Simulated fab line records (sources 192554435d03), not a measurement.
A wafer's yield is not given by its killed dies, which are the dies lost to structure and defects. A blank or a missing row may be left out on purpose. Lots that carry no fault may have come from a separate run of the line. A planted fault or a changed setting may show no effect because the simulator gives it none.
fab line records	flow n5Finfet
[record] lots = 24	wafers = 72	lastDay = 18
route steps=1938 shown BEOL_M3@1004 BEOL_M4@1056
lots that met no fault: from a run of the same line without faults
startH: hours from the record's opening day to when the first of the lot's shown wafers began	waitH: how many hours have passed since the lot's step before this one	" as in the row above	L1.1+2: one row covering several wafers at once	- no value, or no start given	* or withheld: withheld	< > ~ a bound
route shown NAME@n: names a module that has steps shown in the file, with the first one's number in the route	usual: mean/standard deviation taken from wafers without a fault	same: alike in all rows	chamber/n: place in a boat	sites: per-site readings	_std_site: how widely they spread, as a standard deviation	_edge_site: the outer-site mean with the inner-site mean subtracted	radiusMm: how far each site lies from the wafer's centre	mask NAME#n: copy n	behind: the tool/chamber that last shaped the wafer	hold: what put the lot on hold/how long, in hours/how the hold closed	device: names the non-switching transistor (n, p or np)	end of line: the same wafers' tests at the end of the route	where a step has no rows: the recipe by itself	killed: count of dies lost to structure and defects at first sort (not the wafer's yield)	map: a wafer's dies, marking killed ones x, the rest . and places with no die _
set.NAME: setting as actually run; set.NAME@STEP: the setting as run at that earlier step	model.NAME: the simulator's own value behind a step, which no gauge read
one table for each step of the route and one row for each wafer, over a sample of lots
services: when a tool's chamber went out of use (startH, in hours from the record's first day, below 0 if earlier), for how many hours, and the reason
[[steps]]
[step N5_BEOL_M3_SPUTTER_90]
[recipe] material = Cu	targetThkA = 45	tempC = -20	chamberPressurePa = 0.07	powerW = withheld	timeS = 8.29
[usual] chamberPressurePa = 0.06999/0.00015	chuckSensorTempC = -16.0/0.44	substrateTempC = -19.99/0.11	susceptorTempC = -19.99/0.1	throttleValvePct = 30.1/1
lot.wafer	tool	chamber	startH	waitH	chamberPressurePa	chuckSensorTempC	substrateTempC	susceptorTempC	throttleValvePct
L074.1	pvdSputter-01	-	152.39	0.1	0.06986	-15.4	-20.16	-19.92	30.2
L074.4	"	-	"	"	0.06999	-15.5	-20.01	-19.93	31.5
L074.6	"	-	"	"	0.07017	-16.8	-19.89	-20.02	30.2
L075.3	pvdSputter-02	-	157.42	0.1	0.06987	-15.9	-19.71	-20.06	28.6
L075.4	"	-	"	"	0.06988	-16.7	-19.92	-20.09	29.8
L075.5	"	-	"	"	0.06978	-16.1	-19.99	-19.76	28.5
L076.3	pvdSputter-01	-	157.64	0.1	0.07009	-16.7	-20.09	-19.99	30.1
L076.4	"	-	"	"	0.06988	-15.6	-20.11	-20.06	31.6
L076.6	"	-	"	"	0.06991	-15.4	-19.88	-19.95	30.0
L077.3	pvdSputter-02	-	169.72	0.1	0.06998	-16.2	-19.84	-20.05	32.0
L077.4	"	-	"	"	0.06978	-16.5	-19.97	-19.87	29.7
L077.6	"	-	"	"	0.07014	-16.1	-20.03	-20.03	28.3
L078.2	pvdSputter-01	-	170.00	0.1	0.06973	-16.1	-20.02	-19.97	29.7
L078.4	"	-	"	"	0.07012	-15.6	-19.77	-20.16	31.5
L078.6	"	-	"	"	0.06974	-16.2	-19.84	-19.98	29.8
L079.1	pvdSputter-03	-	177.95	0.1	0.06992	-15.8	-20.01	-19.86	31.4
L079.2	"	-	"	"	0.07019	-16.6	-19.97	-19.91	28.6
L079.4	"	-	"	"	0.07026	-15.9	-19.98	-19.97	30.1
L080.1	pvdSputter-03	-	187.22	0.1	0.06991	-15.7	-19.98	-19.85	31.3
L080.3	"	-	"	"	0.07019	-16.6	-20.08	-20.08	28.5
L080.6	"	-	"	"	0.07006	-16.5	-20.15	-19.93	29.0
L083.1	pvdSputter-03	-	207.32	0.1	0.06966	-15.5	-20.12	-19.89	30.2
L083.4	"	-	"	"	0.07005	-16.4	-20.20	-20.02	28.6
L083.5	"	-	"	"	0.07024	-16.3	-20.00	-19.88	28.9
L081.2	pvdSputter-01	-	207.49	0.1	0.07017	-16.1	-19.80	-19.95	29.6
L081.4	"	-	"	"	0.06982	-15.2	-20.02	-19.92	29.9
L081.6	"	-	"	"	0.07005	-16.7	-19.92	-20.12	30.0
L082.1	pvdSputter-03	-	212.42	0.1	0.07	-16.6	-19.90	-20.02	28.8
L082.2	"	-	"	"	0.06976	-15.9	-20.15	-19.99	31.2
L082.6	"	-	"	"	0.07006	-15.9	-20.08	-19.86	31.4
L085.2	pvdSputter-02	-	218.46	0.1	0.06989	-16.1	-20.09	-20.02	28.4
L085.4	"	-	"	"	0.07004	-16.3	-19.90	-19.92	31.8
L085.5	"	-	"	"	0.06999	-16.3	-19.95	-19.98	31.8
L084.3	pvdSputter-03	-	222.17	0.1	0.07009	-16.0	-19.97	-19.96	30.2
L084.5	"	-	"	"	0.06998	-16.5	-20.11	-20.09	28.7
L084.6	"	-	"	"	0.07005	-15.9	-20.00	-19.87	30.1
L086.1	pvdSputter-02	-	227.07	0.1	0.07004	-16.3	-19.99	-19.82	31.7
L086.3	"	-	"	"	0.06991	-15.5	-19.98	-19.93	29.8
L086.5	"	-	"	"	0.07008	-15.8	-19.98	-20.02	28.3
L087.3	pvdSputter-03	-	235.95	0.1	0.06987	-16.1	-19.83	-19.93	30.2
L087.4	"	-	"	"	0.07004	-15.4	-20.09	-20.01	30.1
L087.6	"	-	"	"	0.07005	-16.5	-19.93	-20.12	29.0
L089.4	pvdSputter-02	-	256.76	0.1	0.07027	-16.3	-19.86	-20.04	31.7
L089.5	"	-	"	"	0.07016	-16.3	-19.94	-19.94	31.9
L089.6	"	-	"	"	0.06978	-16.5	-20.14	-19.89	29.6
L090.1	pvdSputter-01	-	272.40	0.1	0.0701	-16.3	-19.94	-19.94	29.5
L090.3	"	-	"	"	0.06985	-16.8	-19.84	-20.01	29.9
L090.5	"	-	"	"	0.07002	-15.5	-20.11	-19.95	31.8
L088.2	pvdSputter-02	-	277.18	0.1	0.07009	-16.3	-19.88	-19.97	31.7
L088.5	"	-	"	"	0.06985	-16.7	-20.09	-20.13	30.1
L088.6	"	-	"	"	0.0701	-16.0	-20.13	-20.13	28.4
L091.1	pvdSputter-03	-	280.94	0.1	0.07008	-15.9	-19.90	-20.17	30.2
L091.2	"	-	"	"	0.07001	-15.4	-19.89	-19.92	30.1
L091.3	"	-	"	"	0.06995	-16.3	-20.01	-19.74	28.6
L094.1	pvdSputter-03	-	282.78	0.1	0.07011	-16.5	-20.16	-19.97	28.8
L094.4	"	-	"	"	0.06998	-15.6	-20.17	-20.07	30.4
L094.6	"	-	"	"	0.07005	-15.8	-20.07	-20.07	31.5
L093.2	pvdSputter-01	-	286.14	0.1	0.07005	-15.4	-20.05	-19.98	31.8
L093.5	"	-	"	"	0.06997	-16.2	-20.05	-20.05	29.7
L093.6	"	-	"	"	0.0702	-15.6	-19.92	-20.10	31.7
L096.2	pvdSputter-03	-	286.78	0.1	0.07009	-16.1	-19.79	-19.91	30.1
L096.4	"	-	"	"	0.06971	-16.4	-20.05	-19.96	28.4
L096.6	"	-	"	"	0.07019	-15.8	-19.80	-19.86	30.1
L092.3	pvdSputter-02	-	289.52	0.1	0.07007	-15.3	-20.01	-20.10	29.9
L092.5	"	-	"	"	0.06994	-15.9	-20.11	-19.91	28.4
L092.6	"	-	"	"	0.07008	-16.4	-20.06	-19.90	29.9
L095.1	pvdSputter-02	-	297.48	0.1	0.06986	-16.0	-20.04	-20.00	28.3
L095.3	"	-	"	"	0.06988	-16.4	-19.85	-19.94	29.7
L095.4	"	-	"	"	0.06992	-16.2	-20.05	-19.96	31.9
L097.1	pvdSputter-02	-	309.93	0.1	0.0701	-15.7	-20.02	-20.18	28.4
L097.5	"	-	"	"	0.07005	-16.3	-20.02	-20.08	31.7
L097.6	"	-	"	"	0.07005	-16.5	-19.94	-19.77	29.8
[step N5_BEOL_M3_DEP_57]
[recipe] material = SiCN	targetThkA = 80	tempC = withheld	precursor = 3MS/NH3	pressureTorr = 3	rfW = 202	timeS = 14
[usual] showerheadPlenumPTorr = 3.669/0.015	throttleValvePct = 8.9/0.38
lot.wafer	tool	chamber	startH	waitH	showerheadPlenumPTorr	throttleValvePct
L074.1	pecvd-03	0	154.03	0.0	3.697	8.6
L074.4	"	1	"	"	3.675	9.4
L074.6	"	2	"	"	3.638	8.5
L075.3	pecvd-04	0	159.07	0.0	3.688	9.2
L075.4	"	0	"	"	3.693	9.1
L075.5	"	1	"	"	3.667	8.5
L076.3	pecvd-02	2	159.29	0.0	3.655	8.9
L076.4	"	2	"	"	3.650	9.1
L076.6	"	0	"	"	3.656	8.3
L077.3	pecvd-04	2	172.13	0.0	3.660	8.7
L077.4	"	2	"	"	3.667	8.9
L077.6	"	0	"	"	3.691	9.3
L078.2	pecvd-03	0	172.27	0.0	3.692	9.0
L078.4	"	1	"	"	3.669	9.8
L078.6	"	2	"	"	3.631	8.6
L079.1	pecvd-04	1	179.86	0.0	3.664	8.6
L079.2	"	0	"	"	3.688	9.2
L079.4	"	2	"	"	3.671	8.6
L080.1	pecvd-04	0	188.98	0.0	3.692	9.1
L080.3	"	1	"	"	3.673	8.3
L080.6	"	2	"	"	3.656	8.8
L083.1	pecvd-04	2	209.23	0.0	3.666	8.9
L083.4	"	1	"	"	3.679	8.4
L083.5	"	0	"	"	3.682	9.2
L081.2	pecvd-02	1	209.33	0.0	3.673	9.3
L081.4	"	0	"	"	3.668	8.6
L081.6	"	1	"	"	3.671	8.8
L082.1	pecvd-04	0	214.06	0.0	3.687	9.2
L082.2	"	2	"	"	3.668	8.5
L082.6	"	0	"	"	3.688	9.3
L085.2	pecvd-04	0	220.11	0.0	3.685	9.3
L085.4	"	1	"	"	3.664	8.8
L085.5	"	2	"	"	3.663	8.8
L084.3	pecvd-04	0	223.83	0.0	3.676	9.4
L084.5	"	2	"	"	3.671	8.5
L084.6	"	0	"	"	3.690	9.3
L086.1	pecvd-04	0	228.80	0.0	3.685	9.3
L086.3	"	1	"	"	3.670	8.7
L086.5	"	0	"	"	3.686	9.1
L087.3	pecvd-04	2	237.59	0.0	3.654	8.9
L087.4	"	0	"	"	3.677	9.3
L087.6	"	1	"	"	3.682	8.5
L089.4	pecvd-04	1	258.72	0.0	3.661	8.6
L089.5	"	0	"	"	3.694	9.1
L089.6	"	2	"	"	3.667	9.0
L090.1	pecvd-04	2	274.05	0.0	3.663	9.0
L090.3	"	1	"	"	3.674	8.6
L090.5	"	2	"	"	3.656	8.8
L088.2	pecvd-02	0	278.82	0.0	3.652	8.6
L088.5	"	1	"	"	3.680	9.2
L088.6	"	2	"	"	3.648	8.8
L091.1	pecvd-03	1	282.60	0.0	3.673	9.5
L091.2	"	0	"	"	3.680	9.2
L091.3	"	2	"	"	3.643	9.0
L094.1	pecvd-02	0	284.61	0.0	3.657	8.2
L094.4	"	2	"	"	3.652	8.9
L094.6	"	1	"	"	3.673	9.3
L093.2	pecvd-04	1	287.78	0.0	3.672	8.4
L093.5	"	1	"	"	3.673	8.2
L093.6	"	0	"	"	3.691	9.3
L096.2	pecvd-03	0	289.46	0.0	3.684	8.9
L096.4	"	2	"	"	3.647	8.8
L096.6	"	0	"	"	3.692	9.1
L092.3	pecvd-03	0	291.32	0.0	3.681	9.1
L092.5	"	2	"	"	3.648	8.7
L092.6	"	0	"	"	3.684	8.9
L095.1	pecvd-03	1	299.21	0.0	3.665	9.6
L095.3	"	0	"	"	3.694	9.0
L095.4	"	2	"	"	3.641	8.8
L097.1	pecvd-03	0	311.57	0.0	3.677	9.2
L097.5	"	2	"	"	3.643	8.8
L097.6	"	0	"	"	3.693	9.1
[step N5_BEOL_M4_CD_MEAS_28]
[recipe] targetCdNm = 26.2	landingEnergyEv = 500	detector = seInlens	targetCdYNm = 24.1	polarity = opening
[usual] cdNm = 26.18/0.23
lot.wafer	tool	chamber	startH	waitH	cdNm
L074.1	cdSem-03	0	157.92	-	25.92
L074.4	"	0	"	"	25.79
L074.6	"	0	"	"	26.12
L075.3	cdSem-02	0	161.73	-	26.43
L075.4	"	0	"	"	26.22
L075.5	"	0	"	"	26.28
L076.3	cdSem-03	0	161.98	-	26.30
L076.4	"	0	"	"	26.14
L076.6	"	0	"	"	25.77
L077.3	cdSem-03	0	176.14	-	26.17
L077.4	"	0	"	"	26.02
L077.6	"	0	"	"	26.34
L078.2	cdSem-01	0	176.30	-	26.12
L078.4	"	0	"	"	26.21
L078.6	"	0	"	"	26.11
L079.1	cdSem-01	0	182.07	-	26.16
L079.2	"	0	"	"	26.23
L079.4	"	0	"	"	26.25
L080.1	cdSem-03	0	192.13	-	26.04
L080.3	"	0	"	"	25.93
L080.6	"	0	"	"	25.99
L083.1	cdSem-01	0	212.41	-	26.38
L083.4	"	0	"	"	26.62
L083.5	"	0	"	"	26.18
L081.2	cdSem-02	0	214.62	-	26.30
L081.4	"	0	"	"	26.56
L081.6	"	0	"	"	26.11
L082.1	cdSem-02	0	215.82	-	26.24
L082.2	"	0	"	"	26.14
L082.6	"	0	"	"	26.30
L085.2	cdSem-03	0	221.71	-	25.79
L085.4	"	0	"	"	26.06
L085.5	"	0	"	"	25.77
L084.3	cdSem-01	0	226.21	-	26.09
L084.5	"	0	"	"	26.20
L084.6	"	0	"	"	26.03
L086.1	cdSem-02	0	230.57	-	26.20
L086.3	"	0	"	"	26.31
L086.5	"	0	"	"	26.50
L087.3	cdSem-02	0	239.79	-	26.16
L087.4	"	0	"	"	26.05
L087.6	"	0	"	"	26.44
L089.4	cdSem-02	0	261.98	-	26.47
L089.5	"	0	"	"	26.05
L089.6	"	0	"	"	26.23
L090.1	cdSem-01	0	276.45	-	26.12
L090.3	"	0	"	"	25.76
L090.5	"	0	"	"	26.13
L088.2	cdSem-02	0	281.17	-	26.01
L088.5	"	0	"	"	26.26
L088.6	"	0	"	"	26.82
L091.1	cdSem-02	0	285.75	-	26.19
L091.2	"	0	"	"	26.06
L091.3	"	0	"	"	26.49
L094.1	cdSem-02	0	288.66	-	26.07
L094.4	"	0	"	"	26.15
L094.6	"	0	"	"	26.26
L093.2	cdSem-01	0	289.64	-	26.54
L093.5	"	0	"	"	26.33
L093.6	"	0	"	"	26.05
L096.2	cdSem-02	0	292.16	-	26.21
L096.4	"	0	"	"	26.31
L096.6	"	0	"	"	26.25
L092.3	cdSem-02	0	294.29	-	26.32
L092.5	"	0	"	"	26.12
L092.6	"	0	"	"	25.93
L095.1	cdSem-03	0	301.28	-	26.39
L095.3	"	0	"	"	26.64
L095.4	"	0	"	"	25.96
L097.1	cdSem-02	0	314.62	-	26.25
L097.5	"	0	"	"	26.36
L097.6	"	0	"	"	26.19
[step N5_BEOL_M4_DESCUM_33]
[recipe] chemistry = O2	timeS = 7	sourcePowerW = 50	biasPowerW = 20	pressureMtorr = 20	rfFrequencyHz = 2.712e+07	tempC = 40	resist = CAR-EUV	o2FlowSccm = 225
[usual] drypumpMotorCurrentA = 5.8/0.6	oesProductAu = 0.73/0.061	rfVppV = 242.6/1.3	showerheadPlenumPTorr = 2.07/0.066	throttleValvePct = 20.5/0.32
lot.wafer	tool	chamber	startH	waitH	drypumpMotorCurrentA	oesProductAu	rfHoursCounterH	rfVppV	showerheadPlenumPTorr	throttleValvePct
L074.1	rieDiel-02	3	158.97	1.0	5.7	0.72	196	242.5	2.10	20.8
L074.4	"	1	"	"	6.7	0.85	71	243.4	2.20	20.0
L074.6	"	1	"	"	6.7	0.83	-	245.0	2.20	20.0
L075.3	rieDiel-05	3	161.85	0.0	5.5	0.87	41	242.3	2.04	20.3
L075.4	"	3	"	"	5.5	0.87	-	241.0	2.04	20.3
L075.5	"	1	"	"	6.7	0.78	-	243.8	2.11	20.1
L076.3	rieDiel-02	2	162.10	0.0	6.1	0.78	104	243.5	2.10	20.4
L076.4	"	0	"	"	5.7	0.79	141	241.4	2.09	20.5
L076.6	"	1	"	"	6.7	0.84	-	245.0	2.20	20.0
L077.3	rieDiel-05	0	176.26	0.0	6.5	0.82	95	244.4	2.10	20.3
L077.4	"	3	"	"	5.5	0.86	47	242.2	2.04	20.3
L077.6	"	0	"	"	6.4	0.82	-	243.7	2.10	20.3
L078.2	rieDiel-06	3	176.43	0.0	5.0	0.72	179	241.5	2.01	20.1
L078.4	"	1	"	"	5.5	0.69	190	240.2	2.00	20.9
L078.6	"	1	"	"	5.5	0.70	-	241.1	2.00	20.9
L079.1	rieDiel-06	0	182.27	0.1	5.8	0.68	218	242.7	1.97	20.6
L079.2	"	3	"	"	5.0	0.72	181	242.3	2.01	20.1
L079.4	"	1	"	"	5.5	0.70	192	242.2	2.00	20.9
L080.1	rieDiel-06	0	192.25	0.0	5.8	0.69	220	241.9	1.96	20.6
L080.3	"	3	"	"	5.1	0.72	184	242.5	2.01	20.1
L080.6	"	2	"	"	4.9	0.69	-	244.8	2.15	20.8
L083.1	rieDiel-05	2	212.74	0.2	6.3	0.70	208	243.4	2.07	20.8
L083.4	"	1	"	"	6.7	0.75	124	243.0	2.11	20.1
L083.5	"	1	"	"	6.7	0.76	-	243.5	2.11	20.1
L081.2	rieDiel-05	0	215.07	0.4	6.4	0.81	109	243.0	2.09	20.3
L081.4	"	1	"	"	6.7	0.75	126	244.1	2.11	20.1
L081.6	"	0	"	"	6.4	0.81	-	242.6	2.09	20.3
L082.1	rieDiel-06	2	215.94	0.0	4.9	0.67	222	244.4	2.15	20.8
L082.2	"	0	"	"	5.8	0.68	227	241.5	1.96	20.6
L082.6	"	2	"	"	4.9	0.67	-	243.7	2.15	20.8
L085.2	rieDiel-02	3	221.95	0.2	5.7	0.70	218	242.8	2.09	20.8
L085.4	"	1	"	"	6.7	0.81	93	243.5	2.19	20.1
L085.5	"	3	"	"	5.7	0.71	-	244.5	2.09	20.8
L084.3	rieDiel-06	2	226.49	0.2	4.9	0.67	225	243.5	2.15	20.9
L084.5	"	0	"	"	5.8	0.68	-	241.3	1.96	20.6
L084.6	"	3	"	"	5.0	0.72	-	241.0	2.01	20.1
L086.1	rieDiel-05	1	230.70	0.0	6.7	0.75	130	243.6	2.11	20.1
L086.3	"	0	"	"	6.4	0.80	113	243.0	2.09	20.3
L086.5	"	0	"	"	6.4	0.80	-	243.6	2.09	20.3
L087.3	rieDiel-06	2	239.91	0.0	4.9	0.66	230	246.0	2.14	20.9
L087.4	"	3	"	"	5.0	0.71	196	242.5	2.01	20.1
L087.6	"	3	"	"	5.0	0.71	-	241.5	2.01	20.1
L089.4	rieDiel-06	2	262.16	0.1	4.9	0.66	237	242.9	2.14	20.9
L089.5	"	2	"	"	4.9	0.66	-	243.9	2.14	20.9
L089.6	"	1	"	"	5.5	0.68	-	240.6	1.99	21.0
L090.1	rieDiel-02	1	276.57	0.0	6.7	0.77	114	244.6	2.19	20.1
L090.3	"	0	"	"	5.7	0.75	181	243.4	2.08	20.6
L090.5	"	0	"	"	5.7	0.75	-	243.0	2.08	20.6
L088.2	rieDiel-02	3	281.29	0.0	5.7	0.70	238	241.7	2.08	20.8
L088.5	"	2	"	"	6.1	0.73	-	243.0	2.09	20.4
L088.6	"	3	"	"	5.7	0.68	-	241.9	2.08	20.8
L091.1	rieDiel-05	2	285.87	0.0	6.2	0.69	230	243.1	2.07	20.8
L091.2	"	1	"	"	6.7	0.73	149	243.1	2.10	20.1
L091.3	"	3	"	"	5.4	0.82	82	241.7	2.03	20.4
L094.1	rieDiel-06	3	288.79	0.0	5.0	0.70	211	240.2	2.00	20.1
L094.4	"	2	"	"	4.9	0.67	-	243.7	2.14	20.9
L094.6	"	1	"	"	5.5	0.67	-	242.3	1.98	21.0
L093.2	rieDiel-05	2	289.76	0.0	6.3	0.68	231	243.1	2.07	20.8
L093.5	"	2	"	"	6.3	0.68	-	242.6	2.07	20.8
L093.6	"	1	"	"	6.6	0.74	-	244.0	2.10	20.1
L096.2	rieDiel-06	1	292.28	0.0	5.5	0.67	227	241.2	1.98	21.0
L096.4	"	3	"	"	5.0	0.70	-	241.9	2.00	20.1
L096.6	"	2	"	"	4.9	0.65	-	243.6	2.14	20.9
L092.3	rieDiel-06	2	294.41	0.0	4.9	0.66	248	244.8	2.14	20.9
L092.5	"	3	"	"	5.0	0.70	-	241.4	2.00	20.1
L092.6	"	2	"	"	4.9	0.67	-	242.8	2.14	20.9
L095.1	rieDiel-05	2	301.41	0.0	6.3	0.68	235	241.1	2.07	20.8
L095.3	"	0	"	"	6.4	0.78	136	242.1	2.08	20.4
L095.4	"	1	"	"	6.7	0.72	154	244.8	2.10	20.1
L097.1	rieDiel-06	3	314.74	0.0	5.0	0.70	222	241.9	2.00	20.2
L097.5	"	3	"	"	5.0	0.69	-	241.0	2.00	20.2
L097.6	"	0	"	"	5.8	0.96	-	243.7	2.21	20.3
[step N5_BEOL_M4_ANNEAL_49]
[recipe] tempC = 400	timeS = 240	ambient = vacuum
[usual] heaterPowerW = 836/80	susceptorTempC = 399.99/0.22
lot.wafer	tool	chamber	startH	waitH	heaterPowerW	susceptorTempC
L074.1	pvdSputter-02	-	165.65	0.0	860	399.83
L074.4	"	-	"	"	825	399.75
L074.6	"	-	"	"	848	399.91
L075.3	pvdSputter-03	-	167.97	0.0	837	399.93
L075.4	"	-	"	"	714	399.83
L075.5	"	-	"	"	816	400.44
L076.3	pvdSputter-01	-	172.54	0.0	749	400.32
L076.4	"	-	"	"	913	400.34
L076.6	"	-	"	"	990	399.59
L077.3	pvdSputter-01	-	181.49	0.0	747	399.99
L077.4	"	-	"	"	919	399.95
L077.6	"	-	"	"	981	399.69
L078.2	pvdSputter-01	-	188.22	0.0	922	400.17
L078.4	"	-	"	"	735	399.68
L078.6	"	-	"	"	719	400.22
L079.1	pvdSputter-03	-	194.40	0.0	896	400.07
L079.2	"	-	"	"	845	399.78
L079.4	"	-	"	"	834	400.16
L080.1	pvdSputter-01	-	197.71	0.0	740	399.88
L080.3	"	-	"	"	971	399.81
L080.6	"	-	"	"	750	400.18
L081.2	pvdSputter-03	-	217.01	0.0	818	399.54
L081.4	"	-	"	"	724	400.16
L081.6	"	-	"	"	915	399.62
L083.1	pvdSputter-03	-	239.71	0.0	710	400.04
L083.4	"	-	"	"	903	399.85
L083.5	"	-	"	"	861	400.21
L082.1	pvdSputter-02	-	250.92	0.0	844	400.00
L082.2	"	-	"	"	841	399.85
L082.6	"	-	"	"	816	400.07
L085.2	pvdSputter-01	-	252.75	0.0	905	399.77
L085.4	"	-	"	"	750	399.94
L085.5	"	-	"	"	735	399.87
L086.1	pvdSputter-03	-	257.34	0.0	899	399.66
L086.3	"	-	"	"	855	400.31
L086.5	"	-	"	"	819	400.12
L084.3	pvdSputter-01	-	258.33	0.0	989	400.03
L084.5	"	-	"	"	896	400.01
L084.6	"	-	"	"	753	399.68
L087.3	pvdSputter-02	-	258.47	0.0	859	400.31
L087.4	"	-	"	"	904	400.36
L087.6	"	-	"	"	896	400.31
L089.4	pvdSputter-03	-	283.60	0.0	826	400.03
L089.5	"	-	"	"	864	399.75
L089.6	"	-	"	"	892	399.96
L088.2	pvdSputter-02	-	285.37	0.0	931	400.37
L088.5	"	-	"	"	867	400.21
L088.6	"	-	"	"	906	400.16
L091.1	pvdSputter-01	-	290.39	0.0	735	400.02
L091.2	"	-	"	"	986	399.88
L091.3	"	-	"	"	757	399.93
L094.1	pvdSputter-01	-	293.33	0.0	912	400.02
L094.4	"	-	"	"	735	399.80
L094.6	"	-	"	"	736	399.85
L090.1	pvdSputter-02	-	300.03	0.0	898	399.90
L090.3	"	-	"	"	846	399.63
L090.5	"	-	"	"	895	400.03
L093.2	pvdSputter-03	-	305.43	0.0	729	400.24
L093.5	"	-	"	"	922	400.03
L093.6	"	-	"	"	719	400.18
L096.2	pvdSputter-03	-	310.83	0.0	878	399.70
L096.4	"	-	"	"	714	400.00
L096.6	"	-	"	"	908	400.34
L095.1	pvdSputter-01	-	314.84	0.0	754	399.60
L095.3	"	-	"	"	980	400.02
L095.4	"	-	"	"	888	399.76
L092.3	pvdSputter-03	-	315.93	0.0	913	400.29
L092.5	"	-	"	"	840	399.60
L092.6	"	-	"	"	829	399.98
L097.1	pvdSputter-03	-	323.34	0.0	850	399.92
L097.5	"	-	"	"	909	399.79
L097.6	"	-	"	"	725	399.64
[step N5_BEOL_M4_THK_MEAS_53]
[recipe] thkMeasGauge = xrf	reads = Cu_of_BEOL_M4_ECD_50
[usual] M4_THK = 40.0/1.4
lot.wafer	tool	chamber	startH	waitH	M4_THK[nm]
L074.1	filmMetro-02	-	168.12	-	38.4
L074.4	"	-	"	"	39.0
L074.6	"	-	"	"	38.3
L075.3	filmMetro-01	-	170.44	-	41.9
L075.4	"	-	"	"	40.2
L075.5	"	-	"	"	40.2
L076.3	filmMetro-02	-	175.01	-	39.4
L076.4	"	-	"	"	38.8
L076.6	"	-	"	"	40.0
L077.3	filmMetro-02	-	184.23	-	38.1
L077.4	"	-	"	"	41.1
L077.6	"	-	"	"	39.0
L078.2	filmMetro-01	-	190.69	-	40.5
L078.4	"	-	"	"	42.2
L078.6	"	-	"	"	40.6
L079.1	filmMetro-02	-	196.87	-	39.3
L079.2	"	-	"	"	42.1
L079.4	"	-	"	"	40.1
L080.1	filmMetro-01	-	200.18	-	40.6
L080.3	"	-	"	"	39.0
L080.6	"	-	"	"	39.6
L081.2	filmMetro-02	-	219.47	-	39.7
L081.4	"	-	"	"	40.0
L081.6	"	-	"	"	42.6
L083.1	filmMetro-02	-	242.17	-	37.5
L083.4	"	-	"	"	39.0
L083.5	"	-	"	"	42.0
L082.1	filmMetro-02	-	253.38	-	38.7
L082.2	"	-	"	"	38.1
L082.6	"	-	"	"	38.7
L085.2	filmMetro-02	-	255.28	-	41.4
L085.4	"	-	"	"	39.4
L085.5	"	-	"	"	40.3
L086.1	filmMetro-01	-	259.81	-	40.3
L086.3	"	-	"	"	40.6
L086.5	"	-	"	"	39.7
L084.3	filmMetro-02	-	260.81	-	38.8
L084.5	"	-	"	"	41.6
L084.6	"	-	"	"	39.4
L087.3	filmMetro-01	-	260.93	-	39.1
L087.4	"	-	"	"	39.1
L087.6	"	-	"	"	36.6
L089.4	filmMetro-02	-	286.07	-	39.9
L089.5	"	-	"	"	39.0
L089.6	"	-	"	"	43.3
L088.2	filmMetro-01	-	287.89	-	41.2
L088.5	"	-	"	"	39.0
L088.6	"	-	"	"	41.5
L091.1	filmMetro-01	-	292.86	-	38.4
L091.2	"	-	"	"	38.7
L091.3	"	-	"	"	41.1
L094.1	filmMetro-01	-	295.80	-	40.8
L094.4	"	-	"	"	40.0
L094.6	"	-	"	"	42.7
L090.1	filmMetro-01	-	302.64	-	40.7
L090.3	"	-	"	"	40.2
L090.5	"	-	"	"	39.1
L093.2	filmMetro-01	-	307.90	-	38.4
L093.5	"	-	"	"	41.9
L093.6	"	-	"	"	39.6
L096.2	filmMetro-01	-	313.30	-	39.8
L096.4	"	-	"	"	41.4
L096.6	"	-	"	"	40.7
L095.1	filmMetro-02	-	317.32	-	38.6
L095.3	"	-	"	"	39.6
L095.4	"	-	"	"	41.1
L092.3	filmMetro-02	-	318.40	-	40.0
L092.5	"	-	"	"	39.5
L092.6	"	-	"	"	41.0
L097.1	filmMetro-02	-	326.07	-	41.2
L097.5	"	-	"	"	40.1
L097.6	"	-	"	"	42.1
[[services]]
tool	chamber	startH	hours	kind
rieDiel-06	0	138.95	18.3	repair
rieDiel-05	-	146.10	14.6	pm
rieDiel-05	0	161.45	14.5	repair
pecvd-04	-	172.67	5.6	repair
rieDiel-05	2	176.47	4.3	repair
pvdSputter-02	-	197.53	7.5	repair
rieDiel-02	-	212.23	1.0	repair
pecvd-03	0	222.15	4.3	repair
rieDiel-06	-	227.77	0.4	repair
rieDiel-05	3	229.94	6.9	repair
rieDiel-05	2	235.44	7.4	repair
pecvd-03	-	250.63	0.8	pm
rieDiel-05	-	260.09	1.4	repair
pecvd-04	2	265.94	2.1	scheduledDown
pecvd-04	0	281.77	3.5	repair
pecvd-02	-	282.92	1.1	repair
rieDiel-06	0	287.51	-	clean
rieDiel-06	0	287.51	-	consumableReplace:focusRing
rieDiel-06	0	287.51	-	consumableReplace:showerhead
rieDiel-06	0	287.51	16.2	scheduledDown
rieDiel-06	0	287.51	16.2	ventCycle
rieDiel-02	0	294.09	10.7	repair
pecvd-04	-	299.57	1.2	repair
rieDiel-06	1	306.01	2.9	repair
[[key]]
fault none
